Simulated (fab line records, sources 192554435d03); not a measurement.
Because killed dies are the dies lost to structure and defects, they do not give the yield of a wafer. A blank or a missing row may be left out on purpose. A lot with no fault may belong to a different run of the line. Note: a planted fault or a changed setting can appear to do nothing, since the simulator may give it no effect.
Chamber matching / flow n5-finfet / N5_BEOL_M8_DESCUM_33 on rie-diel-05 has 4 sister chambers
The step chemistry O2, time 7 s. 8 wafers are shown with their chamber, then 9 later ones without.

== EACH WAFER AND ITS CHAMBER ==
wafer=L084.4; chamber=2; throttle-valve-pct (%)=20.30; drypump-motor-current-A (A)=5.6
wafer=L084.5; chamber=3; throttle-valve-pct (%)=20.44; drypump-motor-current-A (A)=4.9
wafer=L087.1; chamber=1; throttle-valve-pct (%)=20.75; drypump-motor-current-A (A)=5.2
wafer=L087.2; chamber=0; throttle-valve-pct (%)=20.06; drypump-motor-current-A (A)=5.9
wafer=L087.6; chamber=0; throttle-valve-pct (%)=20.05; drypump-motor-current-A (A)=5.9
wafer=L090.3; chamber=2; throttle-valve-pct (%)=20.31; drypump-motor-current-A (A)=5.5
wafer=L090.4; chamber=3; throttle-valve-pct (%)=20.46; drypump-motor-current-A (A)=4.8
wafer=L090.5; chamber=1; throttle-valve-pct (%)=20.77; drypump-motor-current-A (A)=5.2

== WAFERS WHOSE CHAMBER IS MISSING ==
wafer=L091.2; throttle-valve-pct (%)=20.48; drypump-motor-current-A (A)=4.8
wafer=L091.4; throttle-valve-pct (%)=20.32; drypump-motor-current-A (A)=5.5
wafer=L091.6; throttle-valve-pct (%)=20.32; drypump-motor-current-A (A)=5.6
wafer=L096.3; throttle-valve-pct (%)=20.34; drypump-motor-current-A (A)=5.6
wafer=L096.4; throttle-valve-pct (%)=20.09; drypump-motor-current-A (A)=5.9
wafer=L096.5; throttle-valve-pct (%)=20.76; drypump-motor-current-A (A)=5.2
wafer=L095.2; throttle-valve-pct (%)=20.35; drypump-motor-current-A (A)=5.6
wafer=L095.3; throttle-valve-pct (%)=20.10; drypump-motor-current-A (A)=5.9
wafer=L095.4; throttle-valve-pct (%)=20.79; drypump-motor-current-A (A)=5.2

== EACH ONE'S CHAMBER ==
wafer=L091.2; from the rows above=3; in truth=3
wafer=L091.4; from the rows above=2; in truth=2
wafer=L091.6; from the rows above=2; in truth=2
wafer=L096.3; from the rows above=2; in truth=2
wafer=L096.4; from the rows above=0; in truth=0
wafer=L096.5; from the rows above=1; in truth=1
wafer=L095.2; from the rows above=2; in truth=2
wafer=L095.3; from the rows above=0; in truth=0
wafer=L095.4; from the rows above=1; in truth=1
Correctly placed: 9 of 9. Number that these rows cannot place: 0. 0 placed wrongly.
How it was worked out, from the rows above alone: a wafer's distance from a chamber is the root of the sum, over the readings, of the square of ((its reading less the chamber's mean) divided by the reading's scatter). If the next closest chamber is less than 2 further off than the closest, the wafer can't be placed; otherwise it belongs to the closest. Each chamber's mean is taken over the wafers shown for it. The scatter is the square root of a quotient: the sum, over the shown wafers, of each reading's squared deviation from its chamber's mean, divided by wafers minus chambers.
